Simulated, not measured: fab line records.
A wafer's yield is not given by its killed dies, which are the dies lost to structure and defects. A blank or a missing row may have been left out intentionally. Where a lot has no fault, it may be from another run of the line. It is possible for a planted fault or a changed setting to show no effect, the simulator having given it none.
fab line records    flow nand-harc    part 2 of 2: steps 4 to 6 of 6
record: lots: 23  wafers: 69  last-day: 33
route steps=1302 shown A_SGD_CUT@907 A_SLIT@933 A_WL_FILL@957 A_CONTACT@985
lots untouched by any fault: they come from a run of this same line in which no faults occurred
start-h: hours from the record's opening day to when the first of the lot's shown wafers began    wait-h: hours from the lot's prior step to this one    " same as the row above    L1.1+2: a row that stands for several wafers    - either no value or no given start    * or withheld: withheld    < > ~ a bound
route shown NAME@n: NAME is a module with steps in the file, n the number in the route of the first one    usual: mean and standard deviation over wafers with no fault    same: alike in all rows    chamber/n: place in a boat    sites: each site's reading    _std_site: standard deviation across them    _edge_site: outer sites' mean less inner sites'    radius-mm: for every site, how far away it sits from the centre of the wafer    mask NAME#n: copy n    behind: the most recent tool/chamber to have shaped the wafer    hold: why the lot went on hold/how many hours it stayed there/how the hold came to an end    device: which transistor (n, p or np) failed to switch    end of line: tests of these same wafers at the route's end    a step with no rows: only its recipe    killed: the dies lost at the first sort to structure and to defects; this is not the yield of the wafer    map: per-die view of a wafer (x killed, . not killed, _ where there is no die)
set.NAME: setting as actually run; set.NAME@STEP: the setting as run at that earlier step    model.NAME: the simulator's own value behind a step, which no gauge read
the route's steps for a sample of lots (tables are steps, rows are wafers)
services: the hour from which a tool's chamber was out of use, counted from the record's first day as start-h (under 0 if before that day), plus the number of hours and why
== steps ==
step: NHARC_A_SLIT_ETCH_17
recipe: bias-v: 900  source-w: withheld  pressure-mtorr: 20  ar-flow-sccm: 375  c4f8-flow-sccm: 83.3  o2-flow-sccm: 41.7  time-s: 4254.5  target-depth-a: 2.03e+05  chemistry: C4F8/O2/Ar
usual: chamber-pressure-mTorr: 19.998/0.018  drypump-motor-current-A: 5.6/0.35  showerhead-plenum-p-Torr: 3.67/0.12  throttle-valve-pct: 32.046/0.0089
same: time-s: 4254.5
lot.wafer  tool         chamber  start-h  wait-h  chamber-pressure-mTorr  drypump-motor-current-A  rf-hours-counter-h  showerhead-plenum-p-Torr  throttle-valve-pct
L076.2     har-etch-01  0        464.23   -       19.992                  5.2                      253                 3.63                      32.038
L076.1     "            1        "        "       20.001                  5.4                      253                 3.65                      32.046
L076.4     "            1        466.05   -       20.015                  5.4                      -                   3.65                      32.047
L074.1     har-etch-02  0        466.33   1.3     19.996                  5.6                      39                  3.63                      32.049
L074.6     "            0        468.76   3.1     20.046                  5.6                      -                   3.63                      32.047
L074.5     "            1        "        "       20.020                  6.1                      -                   3.92                      32.044
L075.2     har-etch-02  1        470.16   -       19.985                  6.1                      42                  3.92                      32.041
L075.4     "            0        471.93   -       20.000                  5.6                      -                   3.63                      32.047
L075.5     "            1        "        "       20.010                  6.1                      -                   3.92                      32.045
L077.3     har-etch-02  0        479.28   -       19.964                  5.7                      -                   3.62                      32.025
L077.4     "            1        "        "       20.000                  6.1                      -                   3.91                      32.040
L077.5     "            1        481.10   -       19.994                  6.1                      -                   3.91                      32.040
L078.1     har-etch-01  0        489.10   -       19.994                  5.2                      276                 3.61                      32.034
L078.4     "            1        "        "       20.019                  5.4                      -                   3.64                      32.039
L078.3     "            0        "        "       19.999                  5.2                      -                   3.61                      32.032
L079.1     har-etch-01  1        505.11   -       19.993                  5.4                      280                 3.63                      32.042
L079.2     "            0        "        "       19.994                  5.2                      280                 3.61                      32.037
L079.3     "            0        506.93   -       19.976                  5.2                      -                   3.61                      32.062
L081.3     har-etch-01  0        528.81   -       19.983                  5.2                      -                   3.61                      32.033
L081.5     "            0        530.00   -       20.004                  5.2                      -                   3.61                      32.057
L081.6     "            1        "        "       19.999                  5.4                      -                   3.63                      32.051
L083.2     har-etch-01  1        547.37   -       20.001                  5.4                      303                 3.62                      32.052
L083.3     "            0        "        "       19.995                  5.2                      -                   3.60                      32.048
L083.6     "            0        549.16   -       20.004                  5.2                      -                   3.60                      32.042
L082.2     har-etch-02  0        547.86   -       19.986                  5.6                      89                  3.60                      32.043
L082.4     "            0        549.07   -       20.047                  5.6                      -                   3.60                      32.040
L082.5     "            0        550.27   -       19.969                  5.6                      -                   3.60                      32.042
L086.2     har-etch-01  0        563.05   -       19.993                  5.2                      310                 3.60                      32.037
L086.5     "            1        564.84   -       19.954                  5.4                      -                   3.62                      32.062
L086.6     "            0        "        "       19.985                  5.2                      -                   3.60                      32.032
L084.3     har-etch-02  1        565.62   -       19.971                  6.1                      -                   3.89                      32.052
L084.6     "            0        "        "       19.971                  5.6                      -                   3.60                      32.054
L084.5     "            1        "        "       19.968                  6.1                      -                   3.89                      32.053
L087.3     har-etch-01  0        574.36   -       20.025                  5.1                      -                   3.59                      32.050
L087.6     "            1        "        "       19.997                  5.4                      -                   3.61                      32.036
L087.5     "            0        "        "       19.996                  5.1                      -                   3.59                      32.073
L085.3     har-etch-02  0        574.51   -       19.990                  5.6                      -                   3.60                      32.035
L085.4     "            1        "        "       19.999                  6.1                      -                   3.88                      32.045
L085.5     "            0        "        "       19.982                  5.6                      -                   3.60                      32.055
L088.1     har-etch-02  1        595.74   -       19.988                  6.1                      119                 3.87                      32.047
L088.3     "            0        "        "       19.956                  5.6                      -                   3.59                      32.048
L088.6     "            0        597.54   -       20.010                  5.6                      -                   3.59                      32.048
L089.1     har-etch-01  0        598.08   -       19.999                  5.2                      337                 3.58                      32.056
L089.4     "            1        599.89   -       20.003                  5.4                      -                   3.60                      32.032
L089.5     "            0        "        "       20.017                  5.2                      -                   3.58                      32.048
L090.2     har-etch-01  1        606.05   -       19.985                  5.4                      341                 3.60                      32.060
L090.3     "            1        607.25   -       20.006                  5.4                      -                   3.60                      32.046
L090.6     "            0        609.04   -       19.994                  5.2                      -                   3.58                      32.046
L092.1     har-etch-02  0        630.41   -       20.007                  5.6                      134                 3.58                      32.040
L092.2     "            1        "        "       19.955                  6.1                      134                 3.86                      32.056
L092.5     "            0        632.84   -       20.003                  5.6                      -                   3.58                      32.046
L091.4     har-etch-01  1        632.40   -       20.013                  5.4                      -                   3.60                      32.045
L091.3     "            0        "        "       19.988                  5.2                      -                   3.57                      32.038
L091.5     "            1        "        "       19.999                  5.4                      -                   3.60                      32.040
L093.1     har-etch-01  1        636.29   -       19.994                  5.4                      356                 3.59                      32.044
L093.5     "            1        638.73   -       19.971                  5.4                      -                   3.59                      32.027
L093.6     "            0        "        "       20.011                  5.2                      -                   3.57                      32.050
L094.2     har-etch-02  0        644.27   -       20.017                  5.6                      146                 3.57                      32.053
L094.1     "            1        "        "       20.018                  6.1                      146                 3.86                      32.042
L094.5     "            1        647.27   -       20.034                  6.1                      -                   3.86                      32.043
L096.2     har-etch-02  0        663.21   -       19.992                  5.6                      153                 3.57                      32.040
L096.4     "            0        664.40   -       19.969                  5.6                      -                   3.57                      32.035
L096.3     "            1        "        "       20.005                  6.1                      -                   3.85                      32.038
L095.2     har-etch-01  1        663.80   -       20.005                  5.4                      371                 3.59                      32.040
L095.4     "            0        665.64   -       20.022                  5.2                      -                   3.56                      32.038
L095.5     "            1        "        "       19.999                  5.4                      -                   3.59                      32.046
L097.2     har-etch-02  1        681.67   -       20.017                  6.1                      165                 3.85                      32.043
L097.3     "            1        682.88   -       20.019                  6.1                      -                   3.85                      32.041
L097.6     "            1        684.09   -       20.022                  6.1                      -                   3.85                      32.045
step: NHARC_A_WL_FILL_ETCHBACK_04
recipe: target-depth-a: 600  time-s: 120  chemistry: NF3
usual: chamber-pressure-mTorr: 300.03/0.27  drypump-motor-current-A: 5.9/0.57  oes-product-au: 1.002/0.0085
same: time-s: 120
lot.wafer  tool          chamber  start-h  wait-h  chamber-pressure-mTorr  drypump-motor-current-A  oes-product-au  rf-hours-counter-h
L076.2     rie-metal-02  1        477.51   0.3     300.09                  5.3                      1.002           0.0
L076.1     "             0        "        "       299.67                  5.2                      1.009           0.0
L076.4     "             1        "        "       300.66                  5.3                      0.999           -
L074.1     rie-metal-01  0        479.45   0.4     300.28                  6.2                      0.994           1.0
L074.6     "             1        "        "       299.59                  6.7                      1.022           -
L074.5     "             0        "        "       300.04                  6.2                      1.002           -
L075.2     rie-metal-03  1        483.16   0.3     300.18                  6.5                      0.987           1.9
L075.4     "             0        "        "       299.89                  6.1                      0.996           -
L075.5     "             1        "        "       299.91                  6.5                      0.998           -
L077.3     rie-metal-02  0        491.35   0.2     299.92                  5.1                      1.000           -
L077.4     "             1        "        "       300.24                  5.3                      0.990           -
L077.5     "             1        "        "       299.71                  5.3                      0.992           -
L078.1     rie-metal-01  1        502.02   0.3     300.13                  6.7                      0.995           1.4
L078.3     "             0        "        "       299.76                  6.2                      0.977           -
L078.4     "             1        "        "       300.00                  6.7                      0.996           -
L079.2     rie-metal-03  1        518.19   0.3     300.00                  6.5                      1.004           2.6
L079.1     "             0        "        "       300.24                  6.1                      0.989           2.6
L079.3     "             0        "        "       300.15                  6.1                      0.995           -
L081.3     rie-metal-03  1        540.83   0.3     299.77                  6.5                      0.997           -
L081.6     "             0        "        "       299.64                  6.1                      1.009           -
L081.5     "             1        "        "       299.75                  6.5                      1.005           -
L082.2     rie-metal-03  1        559.79   0.3     299.68                  6.6                      1.006           0.5
L082.4     "             0        "        "       300.05                  6.1                      1.006           -
L082.5     "             0        "        "       300.38                  6.1                      1.013           -
L083.2     rie-metal-02  0        560.12   0.3     300.04                  5.2                      1.014           1.4
L083.3     "             1        "        "       300.30                  5.3                      0.990           -
L083.6     "             0        "        "       299.48                  5.2                      0.997           -
L084.3     rie-metal-03  0        575.56   0.3     299.87                  6.1                      1.007           -
L084.6     "             1        "        "       299.78                  6.5                      0.996           -
L084.5     "             0        "        "       300.29                  6.1                      1.001           -
L086.2     rie-metal-02  1        575.64   0.4     299.98                  5.3                      1.000           2.0
L086.5     "             1        "        "       299.90                  5.3                      1.002           -
L086.6     "             0        "        "       300.46                  5.2                      1.006           -
L087.3     rie-metal-01  0        585.60   0.3     300.20                  6.2                      0.996           -
L087.5     "             1        "        "       300.38                  6.6                      0.996           -
L087.6     "             0        "        "       300.28                  6.2                      1.007           -
L085.3     rie-metal-02  0        585.81   0.2     299.85                  5.2                      0.993           -
L085.4     "             1        "        "       299.61                  5.3                      0.992           -
L085.5     "             0        "        "       300.43                  5.1                      1.000           -
L088.1     rie-metal-01  1        608.23   0.3     300.04                  6.7                      0.998           0.3
L088.3     "             0        "        "       300.32                  6.2                      0.982           -
L088.6     "             1        "        "       299.81                  6.6                      0.989           -
L089.1     rie-metal-03  0        611.28   0.4     299.62                  6.1                      1.005           1.5
L089.4     "             1        "        "       300.03                  6.5                      1.013           -
L089.5     "             0        "        "       300.01                  6.1                      1.012           -
L090.2     rie-metal-02  0        620.59   0.3     300.43                  5.2                      1.008           2.8
L090.3     "             1        "        "       300.05                  5.3                      0.993           -
L090.6     "             1        "        "       299.86                  5.3                      0.994           -
L091.4     rie-metal-02  0        643.47   0.3     300.03                  5.1                      1.003           -
L091.3     "             1        "        "       300.18                  5.3                      0.995           -
L091.5     "             0        "        "       299.99                  5.1                      1.008           -
L092.1     rie-metal-03  1        643.72   0.3     299.70                  6.5                      1.001           1.9
L092.2     "             0        "        "       299.70                  6.1                      0.997           1.9
L092.5     "             1        "        "       300.02                  6.5                      0.997           -
L093.1     rie-metal-03  0        649.37   0.3     300.10                  6.1                      1.007           2.1
L093.5     "             0        "        "       299.73                  6.1                      1.013           -
L093.6     "             1        "        "       300.36                  6.6                      0.999           -
L094.2     rie-metal-03  1        657.24   0.3     299.80                  6.5                      1.004           2.4
L094.1     "             0        "        "       300.23                  6.1                      0.997           2.4
L094.5     "             1        "        "       299.74                  6.5                      1.004           -
L096.2     rie-metal-01  0        676.18   0.4     300.42                  6.2                      1.008           1.4
L096.3     "             1        "        "       300.26                  6.7                      1.004           -
L096.4     "             0        "        "       300.25                  6.2                      1.019           -
L095.2     rie-metal-02  0        676.47   0.5     300.13                  5.2                      1.007           1.0
L095.4     "             1        "        "       299.65                  5.3                      1.004           -
L095.5     "             0        "        "       300.05                  5.2                      1.019           -
L097.2     rie-metal-03  0        694.76   0.3     300.33                  6.1                      1.002           3.1
L097.3     "             0        "        "       300.00                  6.1                      1.008           -
L097.6     "             1        "        "       299.77                  6.5                      1.003           -
step: NHARC_A_CONTACT_DEP_28
recipe: target-thk-a: 70000  temp-c: 400  material: aC
usual: throttle-valve-pct: 35.000/0.0094
lot.wafer  tool        chamber  start-h  wait-h  throttle-valve-pct
L076.1     acl-dep-02  0        495.14   0.1     35.001
L076.2     "           0        "        "       34.991
L076.4     "           0        497.25   2.2     34.993
L074.1     acl-dep-01  0        495.31   0.1     34.994
L074.5     "           0        498.17   2.9     35.000
L074.6     "           0        "        "       35.006
L075.2     acl-dep-03  0        506.14   2.2     34.993
L075.4     "           0        507.58   3.6     34.987
L075.5     "           0        "        "       35.010
L077.3     acl-dep-03  0        511.15   1.8     34.984
L077.4     "           0        "        "       34.998
L077.5     "           0        "        "       35.020
L078.1     acl-dep-02  0        519.59   0.1     35.008
L078.3     "           0        521.02   1.5     34.997
L078.4     "           0        "        "       35.001
L079.1     acl-dep-02  0        535.88   0.1     34.987
L079.2     "           0        "        "       35.014
L079.3     "           0        "        "       35.003
L081.3     acl-dep-02  0        568.82   6.8     34.986
L081.5     "           0        570.23   8.2     35.005
L081.6     "           0        "        "       35.007
L082.2     acl-dep-03  0        578.69   0.8     35.004
L082.4     "           0        580.08   2.1     34.998
L082.5     "           0        "        "       34.986
L083.2     acl-dep-01  0        578.69   0.8     34.996
L083.3     "           0        "        "       34.998
L083.6     "           0        581.53   3.6     35.017
L086.2     acl-dep-01  0        597.05   1.3     34.999
L086.5     "           0        599.16   3.5     34.998
L086.6     "           0        "        "       35.001
L084.3     acl-dep-02  0        597.17   1.5     34.992
L084.5     "           0        598.60   2.9     35.014
L084.6     "           0        "        "       35.007
L087.3     acl-dep-03  0        605.95   1.5     34.999
L087.5     "           0        607.36   2.9     35.004
L087.6     "           0        "        "       35.001
L085.3     acl-dep-01  0        605.96   1.5     35.014
L085.4     "           0        "        "       35.021
L085.5     "           0        "        "       34.995
L088.1     acl-dep-03  0        628.25   0.5     35.002
L088.3     "           0        629.66   1.9     34.995
L088.6     "           0        631.79   4.0     35.008
L089.1     acl-dep-01  0        633.81   2.4     35.004
L089.4     "           0        635.93   4.5     34.996
L089.5     "           0        "        "       35.005
L090.2     acl-dep-01  0        638.94   0.8     35.008
L090.3     "           0        "        "       35.015
L090.6     "           0        641.76   3.6     34.995
L092.1     acl-dep-02  0        661.23   0.2     34.993
L092.2     "           0        "        "       35.008
L092.5     "           0        664.09   3.1     35.006
L091.3     acl-dep-01  0        662.50   1.5     35.003
L091.4     "           0        "        "       35.005
L091.5     "           0        "        "       35.002
L093.1     acl-dep-01  0        672.84   5.3     34.988
L093.5     "           0        675.63   8.1     34.985
L093.6     "           0        "        "       35.001
L094.1     acl-dep-03  0        679.04   4.2     34.993
L094.2     "           0        "        "       35.017
L094.5     "           0        681.85   7.0     34.995
L096.2     acl-dep-01  0        695.96   2.4     34.997
L096.3     "           0        "        "       35.000
L096.4     "           0        "        "       34.998
L095.2     acl-dep-03  0        698.75   2.8     34.991
L095.4     "           0        700.15   4.2     34.985
L095.5     "           0        "        "       34.999
L097.2     acl-dep-03  0        713.27   0.8     34.992
L097.3     "           0        "        "       34.996
L097.6     "           0        716.06   3.5     34.991
== services ==
tool          chamber  start-h  hours  kind
rie-diel-11   -        432.50   9.0    pm
rie-diel-08   0        445.54   3.9    repair
rie-diel-08   0        450.30   -      clean
rie-diel-08   1        450.30   -      clean
rie-metal-02  -        454.00   9.0    pm
acl-dep-03    -        480.28   13.0   pm
rie-metal-01  1        518.13   19.3   repair
rie-metal-03  -        519.00   9.0    pm
rie-diel-11   0        521.21   12.1   repair
rie-diel-08   -        544.80   9.0    pm
acl-dep-01    -        554.39   13.0   pm
rie-metal-01  -        575.00   9.0    pm
rie-diel-10   -        596.50   9.0    pm
rie-metal-01  0        602.11   4.3    repair
acl-dep-02    -        607.39   13.0   pm
rie-diel-11   -        609.50   9.0    pm
rie-diel-08   -        627.54   1.7    repair
rie-diel-08   1        630.71   1.6    repair
rie-metal-02  -        631.00   9.0    pm
rie-diel-11   3        641.19   126.5  repair
acl-dep-03    -        662.29   13.0   pm
rie-diel-08   2        667.53   13.4   repair
rie-diel-10   -        694.41   0.3    repair
rie-metal-03  -        696.00   9.0    pm
